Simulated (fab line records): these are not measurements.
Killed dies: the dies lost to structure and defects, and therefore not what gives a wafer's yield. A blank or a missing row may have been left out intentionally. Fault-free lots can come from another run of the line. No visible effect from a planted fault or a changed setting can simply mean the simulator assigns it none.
Chamber matching | flow n5-finfet | N5_BEOL_M7_ETCH_65 on rie-diel-06 has 4 sister chambers
The step etches SiARC in CF4, target depth 15.6 nm, time 26 s. 14 wafers are shown with their chamber, then 7 later ones without.

## WAFERS PAIRED WITH THEIR CHAMBERS
wafer  | chamber | showerhead-plenum-p-Torr (Torr) | drypump-motor-current-A (A) | throttle-valve-pct (%)
L074.4 | 1       | 2.10                            | 5.5                         | 15.61
L074.5 | 3       | 2.17                            | 5.5                         | 15.34
L074.6 | 2       | 2.22                            | 5.2                         | 15.90
L078.1 | 2       | 2.22                            | 5.1                         | 15.92
L078.3 | 3       | 2.17                            | 5.5                         | 15.34
L078.6 | 3       | 2.17                            | 5.5                         | 15.34
L080.1 | 2       | 2.22                            | 5.2                         | 15.94
L080.4 | 3       | 2.17                            | 5.5                         | 15.34
L080.5 | 1       | 2.10                            | 5.5                         | 15.15
L082.1 | 0       | 2.10                            | 5.9                         | 15.34
L082.2 | 1       | 2.10                            | 5.5                         | 15.15
L082.3 | 2       | 2.22                            | 5.2                         | 15.94
L084.1 | 3       | 2.16                            | 5.5                         | 15.35
L084.3 | 0       | 2.10                            | 5.9                         | 15.34

SIGNATURES (averages over the wafers above)
reading                  | chamber 0 | chamber 1 | chamber 2 | chamber 3 | scatter within a chamber
showerhead-plenum-p-Torr | 2.1000    | 2.1000    | 2.2200    | 2.1680    | 0.00283
drypump-motor-current-A  | 5.900     | 5.500     | 5.175     | 5.500     | 0.0274
throttle-valve-pct       | 15.3400   | 15.3033   | 15.9250   | 15.3420   | 0.119
Rule: for each reading, subtract the chamber's mean from the wafer's reading, divide by that reading's scatter and square the result; add these up over the readings and take the root, which gives the wafer's distance from the chamber. The wafer belongs to the nearest chamber; if the next one is less than 2 further off, it can't be placed. How the scatter is found: for the shown wafers, subtract from each reading the mean of its chamber, square and add these, divide the total by (wafers less chambers), then take the root.

## WAFERS MISSING THEIR CHAMBER
wafer  | showerhead-plenum-p-Torr (Torr) | drypump-motor-current-A (A) | throttle-valve-pct (%)
L084.6 | 2.21                            | 5.2                         | 15.95
L089.3 | 2.10                            | 5.5                         | 15.17
L089.4 | 2.16                            | 5.5                         | 15.40
L089.6 | 2.21                            | 5.2                         | 15.97
L094.1 | 2.16                            | 5.5                         | 15.41
L094.2 | 2.09                            | 5.5                         | 15.19
L094.6 | 2.16                            | 5.5                         | 15.42

## WHICH CHAMBER EACH ONE RAN IN
wafer  | from the rows above | in truth
L084.6 | 2                   | 2
L089.3 | 1                   | 1
L089.4 | 3                   | 3
L089.6 | 2                   | 2
L094.1 | 3                   | 3
L094.2 | 1                   | 1
L094.6 | 3                   | 3
Placed correctly: 7 of 7. Not placeable from these rows: 0. 0 placed wrongly.
